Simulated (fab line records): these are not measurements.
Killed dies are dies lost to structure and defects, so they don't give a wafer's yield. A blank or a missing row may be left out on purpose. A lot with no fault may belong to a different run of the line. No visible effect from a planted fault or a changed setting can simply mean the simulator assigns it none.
Struck lot and sound lot, side by side -- flow n5-finfet -- 14 steps out of a route of 1938
Sound: these wafers, L115.2, L115.4, L115.5. Struck: wafers L106.1, L106.5, L106.6. The cause comes at the end.
At each step with rows: each side's tool, then ch and its chambers, then its first start. Under that, the readings that differ: sound wafers -- struck wafers -- difference of the means -- sigmas: that difference in standard deviations of wafers without a fault.
alike: readings with means less than 2 such deviations apart, plus words and numbers identical on both sides. not compared: withheld readings, readings lacking a value on some wafer, bounds such as >300 that could conceal the same value, and numbers that have no deviation in the record and whose values overlap.
A row with sigmas, a row that says differs or no value, or rows on one side alone: a step with any of these is where the two part. Numbers that have no deviation but don't overlap get no sigmas and don't part them. A reading that every wafer of one side lacks parts them only if that side has two wafers or more.

first, 1 step without rows for these wafers: N5_BEOL_M7_STRIP_68 (strips in N2/H2).
N5_BEOL_M7_STRIP_67: strips in CF4.
  sound on rie-diel-03 ch 0,2,3, day 13 23:00; struck on rie-diel-06 ch 1,2, day 12 08:55
  alike: drypump-motor-current-A, oes-product-au, rf-vpp-V, showerhead-plenum-p-Torr, throttle-valve-pct
  not compared: rf-hours-counter-h
N5_BEOL_M7_HM_OPEN_17: chemistry Cl2/BCl3, target TiN, target depth 20 nm, overetch 6 nm.
  sound on rie-metal-03 ch 0,1, day 13 23:02; struck on rie-metal-01 ch 0,1, day 12 08:57
  alike: drypump-motor-current-A, oes_ar_750_au, oes-product-au, rf-fwd-power-W, throttle-valve-pct
  not compared: rf-hours-counter-h
N5_BEOL_M7_STRIP_19: strips in O2.
  sound on rie-diel-06 ch 0,1,3, day 13 23:10; struck on rie-diel-03 ch 0,1,3, day 12 09:04
  alike: drypump-motor-current-A, oes-product-au, rf-vpp-V, showerhead-plenum-p-Torr, throttle-valve-pct
  not compared: rf-hours-counter-h
N5_BEOL_M7_CD_MEAS_18: pitch 80 nm, target cd 40 nm.
  sound on cd-sem-02, day 13 23:14; struck on cd-sem-03, day 12 09:08
  alike: cd-nm
then, 7 steps without rows for these wafers: N5_BEOL_M7_COAT_63 (time 60 s, resist thk 60 nm); N5_BEOL_M7_COAT_64 (time 60 s, resist thk 12 nm); N5_BEOL_M7_COAT_71 (time 60 s, resist thk 5 nm); N5_BEOL_M7_COAT_22 (resist thk 30 nm); N5_BEOL_M7_EBR_24; N5_BEOL_M7_SOFTBAKE_23 (time 60 s); N5_BEOL_M7_EXPOSE_25 (exposes mask V6, target cd 40 nm).
N5_BEOL_M7_PEB_26: peb time 60 s.
  sound on litho-track-04 ch 0, day 14 00:50; struck on litho-track-04, day 12 11:37
  no value came back on the struck wafers for chill-plate-temp-C (C), exhaust-pa (Pa); on the sound wafers chill-plate-temp-C (C) reads 23.00 22.89 23.07
then, 1 step without rows for these wafers: N5_BEOL_M7_DEVELOP_27 (develop time 30 s).

## WHERE THEY PART
Within this record, at N5_BEOL_M7_PEB_26 only.

WHY: what had been put in by the simulator
Whole step skipped at N5_BEOL_M7_PEB_26 on litho-track-04, starting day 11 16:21. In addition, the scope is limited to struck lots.
